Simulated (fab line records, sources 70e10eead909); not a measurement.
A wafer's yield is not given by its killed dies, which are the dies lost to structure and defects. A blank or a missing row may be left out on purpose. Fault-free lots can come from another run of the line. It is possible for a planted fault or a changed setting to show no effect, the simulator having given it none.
The tool behind it: which one? | flow nandHarc | 20 lots with 60 wafers sampled at 6 steps, on a route of 1302 steps

## WHAT EACH GAUGE READ, for each wafer
The record holds no reading of a measuring or inspecting step that can be judged against a usual standard deviation.

## WHICH TOOL RAN EACH LOT (tool, then ch and the chambers of the sampled wafers, then the start)
lot  | NHARC_A_STAIRCASE_STRIP_254         | NHARC_A_STAIRCASE_STRIP_274                  | NHARC_A_STAIRCASE_ETCH_292        | NHARC_A_STAIRCASE_ETCH_452                   | NHARC_A_STAIRCASE_ETCH_313        | NHARC_A_STAIRCASE_ALD_420
L074 | plasmaAsher-02 ch 0,1, day 15 21:10 | rieDiel-01 ch 0,3, day 16 10:35 or earlier   | rieDiel-04 ch 0,3, day 16 10:35   | rieDiel-04 ch 0,1,3, day 16 16:46 or earlier | rieDiel-04 ch 0,1, day 16 16:46   | aldHk-03 ch 2,3, day 16 23:33
L076 | plasmaAsher-01 ch 0,1, day 16 16:35 | rieDiel-04 ch 0,2,3, day 17 05:14 or earlier | rieDiel-04 ch 0,1, day 17 05:14   | rieDiel-04 ch 1,2,3, day 17 13:35 or earlier | rieDiel-01 ch 1,2,3, day 17 13:35 | aldHk-04 ch 1,2,3, day 17 20:42
L075 | plasmaAsher-02 ch 0,1, day 16 18:23 | rieDiel-07 ch 1,3, day 17 09:55 or earlier   | rieDiel-04 ch 0,1, day 17 09:55   | rieDiel-04 ch 0,1,3, day 17 15:45 or earlier | rieDiel-01 ch 2,3, day 17 15:45   | aldHk-04 ch 0,1, day 17 22:55
L078 | plasmaAsher-01 ch 0,1, day 17 19:31 | rieDiel-04 ch 2,3, day 18 09:13 or earlier   | rieDiel-04 ch 0,1,3, day 18 09:13 | rieDiel-04 ch 0,3, day 18 14:47 or earlier   | rieDiel-01 ch 1,2, day 18 14:47   | aldHk-03 ch 1,2,3, day 19 02:23
L080 | plasmaAsher-01 ch 0,1, day 18 19:35 | rieDiel-04 ch 0,2,3, day 19 10:41 or earlier | rieDiel-01 ch 1,2,3, day 19 10:41 | rieDiel-01 ch 0,1, day 19 16:04 or earlier   | rieDiel-04 ch 0,2,3, day 19 16:04 | aldHk-02 ch 0,1,2, day 20 01:32
L081 | plasmaAsher-01 ch 0,1, day 19 19:22 | rieDiel-07 ch 0,2,3, day 20 05:00 or earlier | rieDiel-01 ch 1,3, day 20 05:00   | rieDiel-01 ch 1,3, day 20 10:07 or earlier   | rieDiel-01 ch 2,3, day 20 10:07   | aldHk-04 ch 1,2, day 20 17:11
L082 | plasmaAsher-01 ch 0,1, day 19 19:46 | rieDiel-04 ch 0,2,3, day 20 05:22 or earlier | rieDiel-07 ch 0,1,3, day 20 05:22 | rieDiel-07 ch 0,1,2, day 20 10:38 or earlier | rieDiel-01 ch 0,2,3, day 20 10:38 | aldHk-02 ch 0,1,3, day 20 17:20
L086 | plasmaAsher-01 ch 0,1, day 20 17:37 | rieDiel-01 ch 0,1, day 21 08:00 or earlier   | rieDiel-07 ch 0,2,3, day 21 08:00 | rieDiel-07 ch 2,3, day 21 16:47 or earlier   | rieDiel-07 ch 0,1,2, day 21 16:47 | aldHk-02 ch 0,2, day 21 23:35
L084 | plasmaAsher-02 ch 0,1, day 20 22:32 | rieDiel-04 ch 0,3, day 21 14:58 or earlier   | rieDiel-07 ch 0,3, day 21 14:58   | rieDiel-07 ch 1,3, day 21 21:58 or earlier   | rieDiel-04 ch 0,1,3, day 21 21:58 | aldHk-02 ch 0,2, day 22 04:53
L087 | plasmaAsher-02 ch 0,1, day 21 05:29 | rieDiel-04 ch 2,3, day 21 20:25 or earlier   | rieDiel-01 ch 0,2, day 21 20:25   | rieDiel-01 ch 0,1,2, day 22 05:11 or earlier | rieDiel-07 ch 1,2, day 22 05:11   | aldHk-04 ch 0,1,3, day 22 17:35
L088 | plasmaAsher-01 ch 0,1, day 22 04:08 | rieDiel-07 ch 2,3, day 22 15:17 or earlier   | rieDiel-04 ch 0,3, day 22 15:17   | rieDiel-04 ch 0,2,3, day 22 20:14 or earlier | rieDiel-07 ch 2,3, day 22 20:14   | aldHk-04 ch 0,1,2, day 23 04:19
L089 | plasmaAsher-02 ch 0,1, day 22 18:19 | rieDiel-04 ch 0,1,2, day 23 05:02 or earlier | rieDiel-01 ch 1,2,3, day 23 05:02 | rieDiel-01 ch 0,1,3, day 23 10:20 or earlier | rieDiel-01 ch 0,1,3, day 23 10:20 | aldHk-02 ch 0,1,3, day 23 18:30
L090 | plasmaAsher-02 ch 0,1, day 22 18:59 | rieDiel-01 ch 0,2, day 23 05:32              | rieDiel-07 ch 0,2, day 23 09:18   | rieDiel-07 ch 0,2, day 23 15:29 or earlier   | rieDiel-01 ch 0,1,2, day 23 15:29 | aldHk-04 ch 0,1, day 23 22:22
L092 | plasmaAsher-02 ch 0,1, day 24 01:26 | rieDiel-04 ch 1,3, day 24 15:29 or earlier   | rieDiel-01 ch 0,1,2, day 24 15:29 | rieDiel-01 ch 0,1,2, day 24 23:13 or earlier | rieDiel-01 ch 0,1,2, day 24 23:13 | aldHk-02 ch 0,1,2, day 25 07:12
L091 | plasmaAsher-02 ch 1, day 24 03:20   | rieDiel-07 ch 0,2,3, day 24 22:20 or earlier | rieDiel-04 ch 0,1, day 24 22:20   | rieDiel-04 ch 0,2,3, day 25 03:27 or earlier | rieDiel-01 ch 0,1,2, day 25 03:27 | aldHk-03 ch 0,1, day 25 11:49
L093 | plasmaAsher-02 ch 0, day 24 13:13   | rieDiel-07 ch 0,1,2, day 25 05:14 or earlier | rieDiel-01 ch 1,2, day 25 05:14   | rieDiel-01 ch 0,1,3, day 25 10:52 or earlier | rieDiel-01 ch 0,1,3, day 25 10:52 | aldHk-04 ch 2,3, day 25 17:49
L094 | plasmaAsher-02 ch 0,1, day 24 14:28 | rieDiel-07 ch 1,2,3, day 25 06:55 or earlier | rieDiel-04 ch 0,2, day 25 06:55   | rieDiel-04 ch 1,2, day 25 12:35 or earlier   | rieDiel-01 ch 0,3, day 25 12:35   | aldHk-04 ch 1,2,3, day 25 22:17
L095 | plasmaAsher-02 ch 0,1, day 25 09:24 | rieDiel-01 ch 0,1,3, day 25 22:07 or earlier | rieDiel-07 ch 1,2,3, day 25 22:07 | rieDiel-07 ch 1,2, day 26 04:57 or earlier   | rieDiel-07 ch 1,2, day 26 04:57   | aldHk-03 ch 1,2,3, day 26 11:43
L096 | plasmaAsher-02 ch 0,1, day 25 15:31 | rieDiel-01 ch 2,3, day 26 04:35 or earlier   | rieDiel-04 ch 0,1,2, day 26 04:35 | rieDiel-04 ch 0,1,2, day 26 13:00 or earlier | rieDiel-07 ch 0,2,3, day 26 13:00 | aldHk-02 ch 2,3, day 26 19:55
L097 | plasmaAsher-01 ch 0,1, day 25 17:42 | rieDiel-01 ch 0,1,2, day 26 06:25 or earlier | rieDiel-07 ch 0,1,3, day 26 06:25 | rieDiel-07 ch 0,1,3, day 26 14:55 or earlier | rieDiel-01 ch 0,2, day 26 14:55   | aldHk-04 ch 0,1,2, day 26 22:27
- NHARC_A_STAIRCASE_STRIP_254: strips in O2.
- NHARC_A_STAIRCASE_STRIP_274: strips in O2.
- NHARC_A_STAIRCASE_ETCH_292: etches the open film in CF4/CHF3.
- NHARC_A_STAIRCASE_ETCH_452: etches the open film in CF4/O2, target depth 30 nm, overetch 3 nm, time 16.5 s.
- NHARC_A_STAIRCASE_ETCH_313: etches the open film in CF4/CHF3.
- NHARC_A_STAIRCASE_ALD_420: deposits SiO2, target thk 20 nm, pulse time 6 s, ald cycles 200.

## AS READ BY THE TOOLS THEMSELVES (means over the sampled wafers that have a number; for cases with no such wafer, the mark the record gives instead)
NHARC_A_STAIRCASE_STRIP_254. Usual: drypumpMotorCurrentA 5.8 A, standard deviation 0.32; heaterPowerW 346 W, standard deviation 43.
lot  | tool           | drypumpMotorCurrentA (A) | heaterPowerW (W) | flag
L074 | plasmaAsher-02 | 5.6                      | 324              | 
L076 | plasmaAsher-01 | 6.0                      | 340              | 
L075 | plasmaAsher-02 | 5.7                      | 323              | 
L078 | plasmaAsher-01 | 6.0                      | 350              | 
L080 | plasmaAsher-01 | 5.8                      | 383              | 
L081 | plasmaAsher-01 | 5.7                      | 384              | 
L082 | plasmaAsher-01 | 5.7                      | 379              | 
L086 | plasmaAsher-01 | 6.0                      | 351              | 
L084 | plasmaAsher-02 | 5.6                      | 333              | 
L087 | plasmaAsher-02 | 5.6                      | 336              | 
L088 | plasmaAsher-01 | 6.0                      | 345              | 
L089 | plasmaAsher-02 | 5.6                      | 333              | 
L090 | plasmaAsher-02 | 5.7                      | 325              | 
L092 | plasmaAsher-02 | 5.6                      | 326              | 
L091 | plasmaAsher-02 | 5.8                      | 320              | 
L093 | plasmaAsher-02 | 5.5                      | 334              | 
L094 | plasmaAsher-02 | 5.6                      | 331              | 
L095 | plasmaAsher-02 | 5.7                      | 324              | 
L096 | plasmaAsher-02 | 5.7                      | 326              | 
L097 | plasmaAsher-01 | 6.0                      | 351              | 

NHARC_A_STAIRCASE_STRIP_274. Usual: drypumpMotorCurrentA 5.7 A, standard deviation 0.34; oesProductAu 1.003 a.u., standard deviation 0.01; rfVppV 57.9 V, standard deviation 0.91; showerheadPlenumPTorr 3.58 Torr, standard deviation 0.14; throttleValvePct 17.037 %, standard deviation 0.0093.
lot  | tool       | drypumpMotorCurrentA (A) | oesProductAu (a.u.) | rfVppV (V) | showerheadPlenumPTorr (Torr) | throttleValvePct (%) | flag
L074 | rieDiel-01 | 6.1                      | 1.015               | 58.0       | 3.50                         | 17.037               | 
L076 | rieDiel-04 | 5.7                      | 1.001               | 58.0       | 3.64                         | 17.036               | 
L075 | rieDiel-07 | 5.7                      | 1.000               | 58.7       | 3.76                         | 17.042               | 
L078 | rieDiel-04 | 5.6                      | 0.997               | 58.5       | 3.57                         | 17.041               | 
L080 | rieDiel-04 | 5.7                      | 1.002               | 57.9       | 3.63                         | 17.029               | 
L081 | rieDiel-07 | 5.3                      | 1.004               | 58.2       | 3.58                         | 17.041               | 
L082 | rieDiel-04 | 5.7                      | 1.002               | 58.3       | 3.63                         | 17.042               | 
L086 | rieDiel-01 | 6.1                      | 1.007               | 56.7       | 3.32                         | 17.030               | 
L084 | rieDiel-04 | 5.7                      | 0.996               | 57.5       | 3.67                         | 17.036               | 
L087 | rieDiel-04 | 5.6                      | 1.000               | 57.4       | 3.57                         | 17.031               | 
L088 | rieDiel-07 | 5.3                      | 0.999               | 57.3       | 3.51                         | 17.033               | 
L089 | rieDiel-04 | 5.7                      | 1.006               | 56.9       | 3.65                         | 17.029               | 
L090 | rieDiel-01 | 5.7                      | 1.019               | 58.4       | 3.44                         | 17.032               | 
L092 | rieDiel-04 | 5.5                      | 0.997               | 57.6       | 3.64                         | 17.035               | 
L091 | rieDiel-07 | 5.3                      | 0.997               | 57.4       | 3.57                         | 17.046               | 
L093 | rieDiel-07 | 5.4                      | 1.000               | 58.0       | 3.57                         | 17.035               | 
L094 | rieDiel-07 | 5.5                      | 1.003               | 58.1       | 3.61                         | 17.034               | 
L095 | rieDiel-01 | 6.1                      | 1.004               | 57.5       | 3.56                         | 17.032               | 
L096 | rieDiel-01 | 6.1                      | 1.007               | 57.9       | 3.50                         | 17.042               | 
L097 | rieDiel-01 | 5.9                      | 0.999               | 58.6       | 3.56                         | 17.044               | 

NHARC_A_STAIRCASE_ETCH_292. Usual: value, then standard deviation, for each; cf4FlowSccm 100.00 sccm / 0.28; chf3FlowSccm 30.00 sccm / 0.083; drypumpMotorCurrentA 5.7 A / 0.35; oesProductAu 0.939 a.u. / 0.023; rfVppV 371.2 V / 2.3; showerheadPlenumPTorr 1.59 Torr / 0.065; throttleValvePct 16.803 % / 0.0095.
lot  | tool       | cf4FlowSccm (sccm) | chf3FlowSccm (sccm) | drypumpMotorCurrentA (A) | oesProductAu (a.u.) | rfVppV (V) | showerheadPlenumPTorr (Torr) | throttleValvePct (%) | flag
L074 | rieDiel-04 | 100.13             | 29.99               | 5.7                      | 0.968               | 373.4      | 1.65                         | 16.807               | 
L076 | rieDiel-04 | 99.84              | 29.99               | 5.7                      | 0.919               | 374.6      | 1.67                         | 16.808               | 
L075 | rieDiel-04 | 100.10             | 29.97               | 5.6                      | 0.929               | 373.7      | 1.66                         | 16.803               | 
L078 | rieDiel-04 | 99.66              | 30.00               | 5.6                      | 0.926               | 372.6      | 1.64                         | 16.798               | 
L080 | rieDiel-01 | 99.94              | 30.03               | 6.1                      | 0.932               | 369.6      | 1.54                         | 16.796               | 
L081 | rieDiel-01 | 99.99              | 29.93               | 6.2                      | 0.978               | 368.7      | 1.50                         | 16.798               | 
L082 | rieDiel-07 | 99.98              | 29.98               | 5.5                      | 0.924               | 373.4      | 1.65                         | 16.796               | 
L086 | rieDiel-07 | 99.96              | 29.96               | 5.2                      | 0.978               | 371.4      | 1.60                         | 16.802               | 
L084 | rieDiel-07 | 100.05             | 30.04               | 5.3                      | 0.969               | 372.4      | 1.65                         | 16.812               | 
L087 | rieDiel-01 | 99.92              | 30.09               | 5.7                      | 0.930               | 368.8      | 1.54                         | 16.804               | 
L088 | rieDiel-04 | 99.96              | 29.98               | 5.7                      | 0.928               | 372.1      | 1.61                         | 16.799               | 
L089 | rieDiel-01 | 100.12             | 29.99               | 6.1                      | 0.973               | 369.0      | 1.53                         | 16.799               | 
L090 | rieDiel-07 | 100.14             | 30.07               | 5.1                      | 0.922               | 369.7      | 1.54                         | 16.805               | 
L092 | rieDiel-01 | 99.89              | 29.92               | 5.9                      | 0.964               | 371.2      | 1.59                         | 16.799               | 
L091 | rieDiel-04 | 100.11             | 30.01               | 5.7                      | 0.931               | 372.4      | 1.65                         | 16.811               | 
L093 | rieDiel-01 | 100.12             | 29.98               | 5.9                      | 0.951               | 370.7      | 1.61                         | 16.811               | 
L094 | rieDiel-04 | 99.81              | 30.11               | 5.7                      | 0.920               | 371.2      | 1.61                         | 16.807               | 
L095 | rieDiel-07 | 100.02             | 29.95               | 5.5                      | 0.912               | 371.1      | 1.61                         | 16.794               | 
L096 | rieDiel-04 | 100.15             | 29.90               | 5.6                      | 0.916               | 372.4      | 1.62                         | 16.802               | 
L097 | rieDiel-07 | 100.11             | 30.04               | 5.5                      | 0.927               | 372.6      | 1.64                         | 16.801               | 

NHARC_A_STAIRCASE_ETCH_452. Usual: cf4FlowSccm 80.00 sccm, standard deviation 0.23; drypumpMotorCurrentA 5.7 A, standard deviation 0.34; oesProductAu 1.002 a.u., standard deviation 0.011; rfVppV 198.0 V, standard deviation 1.4; showerheadPlenumPTorr 1.35 Torr, standard deviation 0.058; throttleValvePct 13.397 %, standard deviation 0.0095.
lot  | tool       | cf4FlowSccm (sccm) | drypumpMotorCurrentA (A) | oesProductAu (a.u.) | rfVppV (V) | showerheadPlenumPTorr (Torr) | throttleValvePct (%) | flag
L074 | rieDiel-04 | 80.06              | 5.6                      | 1.008               | 200.0      | 1.40                         | 13.394               | 
L076 | rieDiel-04 | 79.95              | 5.6                      | 0.998               | 198.9      | 1.37                         | 13.397               | 
L075 | rieDiel-04 | 79.84              | 5.6                      | 1.019               | 198.4      | 1.40                         | 13.406               | 
L078 | rieDiel-04 | 79.88              | 5.8                      | 1.004               | 198.7      | 1.40                         | 13.395               | 
L080 | rieDiel-01 | 79.90              | 6.0                      | 1.007               | 195.4      | 1.26                         | 13.397               | 
L081 | rieDiel-01 | 80.35              | 6.3                      | 1.011               | 198.5      | 1.30                         | 13.395               | 
L082 | rieDiel-07 | 79.91              | 5.4                      | 1.002               | 197.7      | 1.36                         | 13.398               | 
L086 | rieDiel-07 | 80.18              | 5.3                      | 0.991               | 199.1      | 1.37                         | 13.403               | 
L084 | rieDiel-07 | 79.93              | 5.7                      | 0.996               | 199.4      | 1.42                         | 13.395               | 
L087 | rieDiel-01 | 79.97              | 5.9                      | 1.009               | 197.5      | 1.29                         | 13.403               | 
L088 | rieDiel-04 | 80.00              | 5.7                      | 0.985               | 197.8      | 1.37                         | 13.401               | 
L089 | rieDiel-01 | 80.05              | 6.1                      | 1.006               | 196.2      | 1.28                         | 13.395               | 
L090 | rieDiel-07 | 80.03              | 5.1                      | 1.001               | 197.2      | 1.31                         | 13.399               | 
L092 | rieDiel-01 | 80.07              | 5.9                      | 1.000               | 197.9      | 1.35                         | 13.395               | 
L091 | rieDiel-04 | 79.94              | 5.7                      | 1.001               | 197.9      | 1.37                         | 13.398               | 
L093 | rieDiel-01 | 80.18              | 6.1                      | 1.009               | 197.6      | 1.35                         | 13.391               | 
L094 | rieDiel-04 | 80.15              | 5.6                      | 0.989               | 197.9      | 1.36                         | 13.395               | 
L095 | rieDiel-07 | 79.86              | 5.6                      | 1.002               | 198.9      | 1.36                         | 13.405               | 
L096 | rieDiel-04 | 80.19              | 5.6                      | 0.985               | 199.1      | 1.38                         | 13.399               | 
L097 | rieDiel-07 | 80.17              | 5.5                      | 1.005               | 199.5      | 1.39                         | 13.406               | 

NHARC_A_STAIRCASE_ETCH_313. Usual: value, then standard deviation, for each; cf4FlowSccm 100.00 sccm / 0.27; chf3FlowSccm 30.00 sccm / 0.1; drypumpMotorCurrentA 5.8 A / 0.35; oesProductAu 0.934 a.u. / 0.017; rfVppV 371.0 V / 2.4; showerheadPlenumPTorr 1.58 Torr / 0.067; throttleValvePct 16.802 % / 0.009.
lot  | tool       | cf4FlowSccm (sccm) | chf3FlowSccm (sccm) | drypumpMotorCurrentA (A) | oesProductAu (a.u.) | rfVppV (V) | showerheadPlenumPTorr (Torr) | throttleValvePct (%) | flag
L074 | rieDiel-04 | 100.07             | 29.98               | 5.6                      | 0.927               | 372.8      | 1.66                         | 16.793               | 
L076 | rieDiel-01 | 100.04             | 30.02               | 6.1                      | 0.976               | 369.5      | 1.54                         | 16.793               | 
L075 | rieDiel-01 | 99.77              | 29.93               | 6.1                      | 0.965               | 371.2      | 1.57                         | 16.808               | 
L078 | rieDiel-01 | 99.82              | 30.07               | 6.0                      | 0.926               | 368.4      | 1.50                         | 16.801               | 
L080 | rieDiel-04 | 99.55              | 30.04               | 5.7                      | 0.928               | 372.7      | 1.62                         | 16.797               | 
L081 | rieDiel-01 | 99.89              | 29.89               | 6.1                      | 0.932               | 370.9      | 1.57                         | 16.796               | 
L082 | rieDiel-01 | 99.95              | 30.04               | 5.9                      | 0.931               | 370.8      | 1.55                         | 16.804               | 
L086 | rieDiel-07 | 100.43             | 29.97               | 5.4                      | 0.932               | 371.8      | 1.60                         | 16.791               | 
L084 | rieDiel-04 | 100.42             | 30.04               | 5.6                      | 0.931               | 372.6      | 1.63                         | 16.803               | 
L087 | rieDiel-07 | 99.86              | 29.93               | 5.3                      | 0.929               | 370.3      | 1.56                         | 16.802               | 
L088 | rieDiel-07 | 99.70              | 30.03               | 5.2                      | 0.916               | 370.0      | 1.56                         | 16.794               | 
L089 | rieDiel-01 | 100.13             | 30.06               | 6.1                      | 0.932               | 369.0      | 1.51                         | 16.808               | 
L090 | rieDiel-01 | 100.21             | 30.01               | 5.9                      | 0.934               | 367.5      | 1.51                         | 16.802               | 
L092 | rieDiel-01 | 99.92              | 30.06               | 5.9                      | 0.928               | 371.1      | 1.59                         | 16.808               | 
L091 | rieDiel-01 | 100.18             | 29.99               | 5.9                      | 0.945               | 371.0      | 1.59                         | 16.807               | 
L093 | rieDiel-01 | 99.96              | 30.09               | 6.1                      | 0.932               | 371.5      | 1.59                         | 16.804               | 
L094 | rieDiel-01 | 99.94              | 30.03               | 6.1                      | 0.976               | 369.4      | 1.54                         | 16.809               | 
L095 | rieDiel-07 | 99.94              | 29.93               | 5.4                      | 0.928               | 370.4      | 1.55                         | 16.810               | 
L096 | rieDiel-07 | 99.83              | 29.99               | 5.2                      | 0.919               | 370.5      | 1.59                         | 16.802               | 
L097 | rieDiel-01 | 99.98              | 29.95               | 5.7                      | 0.933               | 369.0      | 1.53                         | 16.797               | 

NHARC_A_STAIRCASE_ALD_420. Usual: heaterPowerW 462 W, standard deviation 39; precursorPulseHeightRel 1.000, standard deviation 0.019.
lot  | tool     | heaterPowerW (W) | precursorPulseHeightRel | flag
L074 | aldHk-03 | 476              | 0.992                   | 
L076 | aldHk-04 | 417              | 0.998                   | 
L075 | aldHk-04 | 467              | 1.002                   | 
L078 | aldHk-03 | 459              | 1.009                   | 
L080 | aldHk-02 | 491              | 1.000                   | 
L081 | aldHk-04 | 424              | 0.989                   | 
L082 | aldHk-02 | 480              | 1.002                   | 
L086 | aldHk-02 | 486              | 1.004                   | 
L084 | aldHk-02 | 495              | 0.993                   | 
L087 | aldHk-04 | 465              | 0.987                   | 
L088 | aldHk-04 | 467              | 0.992                   | 
L089 | aldHk-02 | 481              | 1.014                   | 
L090 | aldHk-04 | 475              | 1.007                   | 
L092 | aldHk-02 | 495              | 0.977                   | 
L091 | aldHk-03 | 453              | 0.995                   | 
L093 | aldHk-04 | 430              | 0.997                   | 
L094 | aldHk-04 | 425              | 1.033                   | 
L095 | aldHk-03 | 446              | 0.998                   | 
L096 | aldHk-02 | 481              | 1.012                   | 
L097 | aldHk-04 | 452              | 1.002                   | 

## THE ANSWER, worked out from the rows above alone
Rule: lot off if the mean of its wafers having a number is beyond 3 standard deviations from the usual mean. A lot without any number at a reading at which 4 lots or more have one is off too. Where the step has rows for the other lots, those lots are counted as sound. After the gauges, taken in route order, come the tools' own readings; for these a lot's mean is taken, as printed above. At the first step where some lot is off, the reading lying furthest off is the one used; lots without a number count as furthest.
No lot is off on any of the readings shown, so nothing can be concluded from this.

## WHAT THE SIMULATOR HAD INSERTED
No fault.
